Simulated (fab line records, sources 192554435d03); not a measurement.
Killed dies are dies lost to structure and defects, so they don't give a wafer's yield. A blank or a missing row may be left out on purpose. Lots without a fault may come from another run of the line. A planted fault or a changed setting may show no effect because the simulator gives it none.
Which tool did it? | flow n5_finfet | 24 lots, 72 wafers sampled, at 5 steps of a route of 1938

WHAT THE GAUGES READ, wafer by wafer
N5_STI_FIN_REVEAL_INSPECT_13: inspects for defects (darkfield). Usual: raw_defect_count 12, standard deviation 5.2.
lot  | measured    | on                | raw_defect_count | flag
L074 | day 2 14:26 | defect_inspect-02 | 6 7 6            |
L075 | day 2 19:00 | defect_inspect-02 | 16 11 18         |
L076 | day 3 01:33 | defect_inspect-02 | 13 8 11          |
L077 | day 3 06:56 | defect_inspect-02 | 21 19 21         |
L078 | day 3 17:43 | defect_inspect-02 | 11 17 7          |
L079 | day 3 22:29 | defect_inspect-01 | 6 6 3            |
L080 | day 4 02:35 | defect_inspect-01 | 13 3 6           |
L081 | day 4 08:22 | defect_inspect-01 | 6 8 14           |
L082 | day 4 13:55 | defect_inspect-01 | 6 16 11          |
L083 | day 4 19:28 | defect_inspect-01 | 12 13 27         |
L084 | day 5 04:45 | defect_inspect-02 | 10 13 11         |
L085 | day 5 08:56 | defect_inspect-02 | 10 8 7           |
L086 | day 5 16:31 | defect_inspect-01 | 15 10 7          |
L087 | day 5 20:25 | defect_inspect-01 | 3 6 9            |
L088 | day 6 03:10 | defect_inspect-02 | 13 5 10          |
L089 | day 6 08:36 | defect_inspect-01 | 12 9 16          |
L090 | day 6 12:43 | defect_inspect-02 | 9 16 8           |
L091 | day 6 19:01 | defect_inspect-01 | 9 18 17          |
L092 | day 7 03:31 | defect_inspect-02 | 14 17 18         |
L093 | day 7 09:57 | defect_inspect-01 | 9 17 12          |
L094 | day 7 15:35 | defect_inspect-02 | 3 6 4            |
L095 | day 7 20:09 | defect_inspect-02 | 10 3 7           |
L096 | day 8 03:05 | defect_inspect-01 | 12 15 18         |
L097 | day 8 08:56 | defect_inspect-02 | 11 16 6          |

N5_DUMMY_GATE_CD_MEAS_15: target cd 25.8 nm. Usual: cd_nm 24.97 nm, standard deviation 0.24.
lot  | measured    | on        | cd_nm (nm)        | flag
L074 | day 2 22:55 | cd_sem-02 | 25.19 25.13 24.88 |
L075 | day 3 03:37 | cd_sem-02 | 25.26 25.08 25.10 |
L076 | day 3 10:11 | cd_sem-02 | 24.85 25.12 24.94 |
L077 | day 3 15:25 | cd_sem-01 | 25.24 24.65 24.85 |
L078 | day 4 02:13 | cd_sem-03 | 25.09 24.84 25.37 |
L079 | day 4 06:58 | cd_sem-02 | 24.86 25.38 24.93 |
L080 | day 4 11:25 | cd_sem-01 | 24.27 24.95 24.67 |
L081 | day 4 18:09 | cd_sem-01 | 24.91 25.07 24.37 |
L082 | day 4 22:25 | cd_sem-01 | 24.91 25.04 24.85 |
L083 | day 5 05:13 | cd_sem-01 | 24.87 24.87 24.73 |
L084 | day 5 14:10 | cd_sem-03 | 24.96 24.94 24.83 |
L085 | day 5 17:32 | cd_sem-03 | 25.22 24.80 25.33 |
L086 | day 6 01:00 | cd_sem-03 | 24.73 25.00 24.83 |
L087 | day 6 04:59 | cd_sem-03 | 24.87 25.09 24.96 |
L088 | day 6 11:46 | cd_sem-03 | 24.88 25.04 24.79 |
L089 | day 6 17:07 | cd_sem-02 | 25.03 24.71 24.88 |
L090 | day 6 23:09 | cd_sem-03 | 24.81 24.90 24.96 |
L091 | day 7 05:40 | cd_sem-02 | 25.54 25.10 25.25 |
L092 | day 7 12:31 | cd_sem-03 | 24.78 24.75 25.00 |
L093 | day 7 18:34 | cd_sem-01 | 24.60 24.92 25.23 |
L094 | day 8 00:37 | cd_sem-03 | 24.98 25.09 25.01 |
L095 | day 8 04:39 | cd_sem-03 | 24.88 24.48 24.56 |
L096 | day 8 11:53 | cd_sem-03 | 25.11 25.33 24.73 |
L097 | day 8 19:47 | cd_sem-03 | 25.11 25.06 25.20 |

N5_DUMMY_GATE_INSPECT_27: inspects for defects (brightfield). Usual: raw_defect_count 311, standard deviation 89.
lot  | measured    | on                | raw_defect_count | flag
L074 | day 3 00:25 | defect_inspect-02 | 375 258 406      |
L075 | day 3 05:40 | defect_inspect-02 | 229 226 237      |
L076 | day 3 11:42 | defect_inspect-02 | 250 172 196      |
L077 | day 3 16:44 | defect_inspect-02 | 246 293 254      |
L078 | day 4 03:34 | defect_inspect-01 | 242 200 185      |
L079 | day 4 08:30 | defect_inspect-02 | 317 285 343      |
L080 | day 4 12:50 | defect_inspect-02 | 500 298 360      |
L081 | day 4 19:35 | defect_inspect-01 | 208 314 265      |
L082 | day 4 23:45 | defect_inspect-01 | 233 249 313      |
L083 | day 5 06:39 | defect_inspect-02 | 284 250 233      |
L084 | day 5 15:57 | defect_inspect-01 | 294 407 568      |
L085 | day 5 19:01 | defect_inspect-02 | 262 299 279      |
L086 | day 6 02:28 | defect_inspect-01 | 245 317 310      |
L087 | day 6 06:21 | defect_inspect-02 | 234 175 174      |
L088 | day 6 13:07 | defect_inspect-01 | 320 449 504      |
L089 | day 6 18:44 | defect_inspect-01 | 197 316 359      |
L090 | day 7 00:37 | defect_inspect-02 | 410 298 241      |
L091 | day 7 06:59 | defect_inspect-02 | 395 463 572      |
L092 | day 7 14:04 | defect_inspect-01 | 307 412 286      |
L093 | day 7 20:08 | defect_inspect-02 | 324 403 406      |
L094 | day 8 01:56 | defect_inspect-01 | 323 348 358      |
L095 | day 8 06:02 | defect_inspect-01 | 315 474 349      |
L096 | day 8 13:25 | defect_inspect-02 | 363 363 383      |
L097 | day 8 21:10 | defect_inspect-01 | 227 406 264      |

WHICH TOOL RAN EACH LOT (tool, then ch and the chambers of the sampled wafers, then the start)
lot  | N5_FIN_CUT_ETCH_21                | N5_STI_FIN_REVEAL_OXIDATION_31
L074 | rie_diel-02 ch 0,1,3, day 2 04:40 | plasma_asher-01 ch 0,1, day 2 13:47
L075 | rie_diel-02 ch 2,3, day 2 08:46   | plasma_asher-02 ch 1, day 2 18:11
L076 | rie_diel-05 ch 0,1,3, day 2 15:16 | plasma_asher-02 ch 0,1, day 3 00:46
L077 | rie_diel-02 ch 1,2,3, day 2 20:27 | plasma_asher-02 ch 0,1, day 3 06:18
L078 | rie_diel-05 ch 2,3, day 3 04:34   | plasma_asher-01 ch 0,1, day 3 17:05
L079 | rie_diel-01 ch 0,2,3, day 3 11:01 | plasma_asher-02 ch 0,1, day 3 21:47
L080 | rie_diel-02 ch 2,3, day 3 16:32   | plasma_asher-01 ch 0,1, day 4 01:50
L081 | rie_diel-05 ch 0,1,2, day 3 22:01 | plasma_asher-01 ch 0,1, day 4 07:42
L082 | rie_diel-05 ch 2,3, day 4 03:46   | plasma_asher-02 ch 0,1, day 4 13:15
L083 | rie_diel-01 ch 0,2, day 4 09:40   | plasma_asher-01 ch 0,1, day 4 18:50
L084 | rie_diel-02 ch 0,2,3, day 4 17:19 | plasma_asher-01 ch 0,1, day 5 04:07
L085 | rie_diel-02 ch 0,2, day 4 21:35   | plasma_asher-02 ch 0,1, day 5 08:18
L086 | rie_diel-01 ch 1,2,3, day 5 06:36 | plasma_asher-01 ch 0,1, day 5 15:53
L087 | rie_diel-05 ch 0,1,3, day 5 10:34 | plasma_asher-02 ch 0,1, day 5 19:46
L088 | rie_diel-02 ch 2,3, day 5 15:39   | plasma_asher-01 ch 0,1, day 6 02:11
L089 | rie_diel-01 ch 1,2,3, day 5 23:01 | plasma_asher-01 ch 0,1, day 6 07:55
L090 | rie_diel-05 ch 0,2,3, day 6 03:09 | plasma_asher-02 ch 0,1, day 6 12:05
L091 | rie_diel-01 ch 1,2, day 6 09:10   | plasma_asher-01 ch 0,1, day 6 18:22
L092 | rie_diel-05 ch 0,2, day 6 16:05   | plasma_asher-01 ch 0,1, day 7 02:51
L093 | rie_diel-05 ch 0,3, day 6 22:15   | plasma_asher-01 ch 0, day 7 09:17
L094 | rie_diel-02 ch 0,1,2, day 7 04:02 | plasma_asher-02 ch 0,1, day 7 14:38
L095 | rie_diel-01 ch 0,2, day 7 10:19   | plasma_asher-01 ch 0, day 7 19:29
L096 | rie_diel-01 ch 0,1,3, day 7 15:43 | plasma_asher-01 ch 0,1, day 8 02:26
L097 | rie_diel-01 ch 0,1,2, day 7 21:33 | plasma_asher-02 ch 0,1, day 8 08:19
- N5_FIN_CUT_ETCH_21: etches SOC in N2/H2, target depth 219 nm, overetch 43.8 nm, time 523.5 s.
- N5_STI_FIN_REVEAL_OXIDATION_31: chemistry O2 PLASMA REMOTE, time 20 s.

WHAT THE TOOLS THEMSELVES READ (means of the sampled wafers that have a number; where no wafer has one, the mark that the record gives instead)
N5_FIN_CUT_ETCH_21. Usual: drypump_motor_current_A 5.7 A, standard deviation 0.43; oes_product_au 0.71 a.u., standard deviation 0.055; rf_vpp_V 240.9 V, standard deviation 1.3; showerhead_plenum_p_Torr 2.55 Torr, standard deviation 0.091; throttle_valve_pct 17.82 %, standard deviation 0.17.
lot  | tool        | drypump_motor_current_A (A) | oes_product_au (a.u.) | rf_vpp_V (V) | showerhead_plenum_p_Torr (Torr) | throttle_valve_pct (%) | flag
L074 | rie_diel-02 | 5.9                         | 0.70                  | 240.7        | 2.54                            | 17.68                  |
L075 | rie_diel-02 | 5.6                         | 0.70                  | 239.9        | 2.48                            | 17.82                  |
L076 | rie_diel-05 | 5.7                         | 0.74                  | 241.5        | 2.59                            | 17.89                  |
L077 | rie_diel-02 | 5.7                         | 0.69                  | 240.4        | 2.54                            | 17.71                  |
L078 | rie_diel-05 | 5.6                         | 0.69                  | 241.6        | 2.64                            | 17.78                  |
L079 | rie_diel-01 | 5.7                         | 0.71                  | 239.5        | 2.51                            | 17.86                  |
L080 | rie_diel-02 | 5.2                         | 0.69                  | 240.2        | 2.51                            | 17.76                  |
L081 | rie_diel-05 | 5.7                         | 0.73                  | 241.2        | 2.59                            | 17.87                  |
L082 | rie_diel-05 | 5.6                         | 0.68                  | 242.2        | 2.64                            | 17.85                  |
L083 | rie_diel-01 | 6.0                         | 0.71                  | 241.2        | 2.58                            | 17.86                  |
L084 | rie_diel-02 | 5.5                         | 0.69                  | 240.9        | 2.51                            | 17.75                  |
L085 | rie_diel-02 | 5.5                         | 0.70                  | 240.5        | 2.54                            | 17.65                  |
L086 | rie_diel-01 | 5.8                         | 0.75                  | 240.2        | 2.56                            | 17.85                  |
L087 | rie_diel-05 | 5.7                         | 0.72                  | 241.7        | 2.58                            | 17.93                  |
L088 | rie_diel-02 | 5.6                         | 0.68                  | 240.5        | 2.47                            | 17.87                  |
L089 | rie_diel-01 | 5.8                         | 0.73                  | 240.1        | 2.56                            | 17.86                  |
L090 | rie_diel-05 | 5.7                         | 0.70                  | 242.2        | 2.65                            | 17.78                  |
L091 | rie_diel-01 | 6.1                         | 0.73                  | 241.7        | 2.63                            | 17.85                  |
L092 | rie_diel-05 | 5.7                         | 0.72                  | 241.9        | 2.65                            | 17.74                  |
L093 | rie_diel-05 | 5.7                         | 0.70                  | 242.3        | 2.65                            | 17.83                  |
L094 | rie_diel-02 | 5.7                         | 0.68                  | 241.0        | 2.56                            | 17.66                  |
L095 | rie_diel-01 | 6.0                         | 0.69                  | 241.6        | 2.57                            | 17.90                  |
L096 | rie_diel-01 | 5.8                         | 0.74                  | 240.1        | 2.49                            | 17.88                  |
L097 | rie_diel-01 | 6.2                         | 0.74                  | 240.9        | 2.56                            | 17.86                  |

N5_STI_FIN_REVEAL_OXIDATION_31. Usual: drypump_motor_current_A 5.77 A, standard deviation 0.11; heater_power_w 128 W, standard deviation 5.8; temp_c_max 150.65, standard deviation 0.27.
lot  | tool            | drypump_motor_current_A (A) | heater_power_w (W) | temp_c_max | flag
L074 | plasma_asher-01 | 5.72                        | 133                | 150.44     |
L075 | plasma_asher-02 | 5.94                        | 131                | 151.18     |
L076 | plasma_asher-02 | 5.86                        | 127                | 150.84     |
L077 | plasma_asher-02 | 5.77                        | 123                | 150.80     |
L078 | plasma_asher-01 | 5.77                        | 133                | 150.44     |
L079 | plasma_asher-02 | 5.74                        | 123                | 150.71     |
L080 | plasma_asher-01 | 5.76                        | 133                | 150.41     |
L081 | plasma_asher-01 | 5.73                        | 131                | 150.57     |
L082 | plasma_asher-02 | 5.83                        | 125                | 151.19     |
L083 | plasma_asher-01 | 5.76                        | 130                | 150.46     |
L084 | plasma_asher-01 | 5.72                        | 130                | 150.33     |
L085 | plasma_asher-02 | 5.75                        | 121                | 150.82     |
L086 | plasma_asher-01 | 5.70                        | 128                | 150.46     |
L087 | plasma_asher-02 | 5.86                        | 126                | 150.77     |
L088 | plasma_asher-01 | 5.71                        | 131                | 150.47     |
L089 | plasma_asher-01 | 5.73                        | 131                | 150.45     |
L090 | plasma_asher-02 | 5.85                        | 129                | 151.08     |
L091 | plasma_asher-01 | 5.75                        | 129                | 150.50     |
L092 | plasma_asher-01 | 5.77                        | 132                | 150.64     |
L093 | plasma_asher-01 | 5.82                        | 133                | 150.66     |
L094 | plasma_asher-02 | 5.84                        | 127                | 150.85     |
L095 | plasma_asher-01 | 5.81                        | 131                | 150.39     |
L096 | plasma_asher-01 | 5.77                        | 131                | 150.40     |
L097 | plasma_asher-02 | 5.76                        | 123                | 150.79     |

THE ANSWER, worked out from the rows above alone
Rule: a lot is off if the mean of its wafers that have a number lies more than 3 standard deviations from the usual mean. A lot without any number at a reading at which 4 lots or more have one is off too. The other lots that the step has rows for count as sound. The gauges are gone through in route order, then the tools' own readings, and for those a lot's mean is taken as printed above. The first step at which some lot is off is used, and at that step the reading that is off furthest; a lot without a number counts as furthest.
No lot is off at any reading shown: from this, nothing can be told.

WHAT THE SIMULATOR HAD PUT IN
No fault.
